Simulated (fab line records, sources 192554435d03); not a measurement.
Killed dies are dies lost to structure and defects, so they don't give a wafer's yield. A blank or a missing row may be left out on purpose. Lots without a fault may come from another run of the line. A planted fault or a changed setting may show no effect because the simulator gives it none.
Split-lot experiment | flow n5_finfet | 7 lots, 21 wafers read, on a route of 1938 steps

THE SPLIT
At N5_MOL_CONTACT_COAG_CVD_140 (deposits W, target thk 66.5 nm, time 215 s), the setting target_thk_a was moved away from the recipe's 665 angstrom on 8 of the 21 wafers read, by +6.2% to +12.4%. The other wafers ran this setting at the recipe's value.

The reading is taken at the split's own step.

THE READING
W_of_MOL_CONTACT_COAG_CVD_140.thk_nm (the simulator's own value, which no gauge read), in nm, at N5_MOL_CONTACT_COAG_CVD_140 (deposits W, target thk 66.5 nm, time 215 s). The file gives no usual value for it. The 13 wafers here that ran the recipe average 66.5 nm, standard deviation 0.52 nm.

wafer  | tool, chamber at the split | target_thk_a as run, angstrom | against the recipe | W_of_MOL_CONTACT_COAG_CVD_140.thk_nm, nm | against lot-mates on the recipe
L074.2 | cvd_w-01, 1                | 726.7                         | +9.3%              | 72.6                                     | no lot-mate on the recipe
L074.4 | cvd_w-01, 1                | 726.7                         | +9.3%              | 72.4                                     | no lot-mate on the recipe
L074.5 | cvd_w-01, 1                | 726.7                         | +9.3%              | 72.4                                     | no lot-mate on the recipe
L076.1 | cvd_w-01, 1                | 665                           | recipe             | 66.6                                     | -
L076.2 | cvd_w-01, 0                | 665                           | recipe             | 65.8                                     | -
L076.6 | cvd_w-01, 1                | 665                           | recipe             | 66.2                                     | -
L077.2 | cvd_w-01, 0,1              | 747.6                         | +12.4%             | 75                                       | +7.4
L077.6 | cvd_w-01, 0,1              | 747.6                         | +12.4%             | 75                                       | +7.4
L077.4 | cvd_w-01, 0                | 665                           | recipe             | 67.6                                     | -
L082.2 | cvd_w-01, 0                | 665                           | recipe             | 66.2                                     | -
L082.3 | cvd_w-01, 1                | 665                           | recipe             | 66                                       | -
L082.4 | cvd_w-01, 0                | 665                           | recipe             | 65.8                                     | -
L083.1 | cvd_w-02, 0                | 735.8                         | +10.6%             | 73.2                                     | +6.9
L083.3 | cvd_w-02, 0                | 665                           | recipe             | 66.4                                     | -
L083.4 | cvd_w-02, 1                | 665                           | recipe             | 66.2                                     | -
L090.1 | cvd_w-01, 1                | 706.5                         | +6.2%              | 70.8                                     | +4.2
L090.2 | cvd_w-01, 0                | 706.5                         | +6.2%              | 70                                       | +3.4
L090.6 | cvd_w-01, 0                | 665                           | recipe             | 66.6                                     | -
L095.1 | cvd_w-02, 1                | 665                           | recipe             | 66.8                                     | -
L095.4 | cvd_w-02, 0                | 665                           | recipe             | 67                                       | -
L095.6 | cvd_w-02, 0                | 665                           | recipe             | 67.2                                     | -
Where a row lists several chambers, the file gives one row for several wafers and doesn't say which wafer went through which chamber.

THE FIT
A straight line over all 21 wafers: W_of_MOL_CONTACT_COAG_CVD_140.thk_nm changes by +0.659 nm for each +1% of target_thk_a; r = +0.99; the points scatter about the line by 0.48 nm.
The same after taking each lot's own level away (the mean of its wafers on the recipe; 18 wafers): +0.609 nm for each +1%; r = +1.00; scatter 0.26 nm.
On that fit, the largest move of target_thk_a shifts the reading by 7.6 nm.
The lots' own levels span 66.00 to 67.60 nm, that is 3.1 times the standard deviation above.
So the lot-to-lot level changes the slope little: the two slopes agree.
Check: with one of the wafers moved furthest among these (+12.4%) left out of the fit, the line predicts +7.65 nm for it against its lot-mates. It came out at +7.4 nm against them.

OTHER SPLITS ON THESE WAFERS
These wafers also went through other splits before the reading. Each is held against what the fit with the lots' levels taken away leaves over:
other split on the same wafers        | wafers away from the commonest value | r with W_of_MOL_CONTACT_COAG_CVD_140.thk_nm (lot level and that fit taken away)
N5_MOL_CONTACT_COAG_PECVD_31 temp_c   | 5                                    | -0.05
N5_MOL_CONTACT_COAG_ETCH_124 source_w | 7                                    | +0.10

THE FILE'S OWN FIT
W_of_MOL_CONTACT_COAG_CVD_140.thk_nm changes by +0.617 nm for each +1% of target_thk_a, r = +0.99.
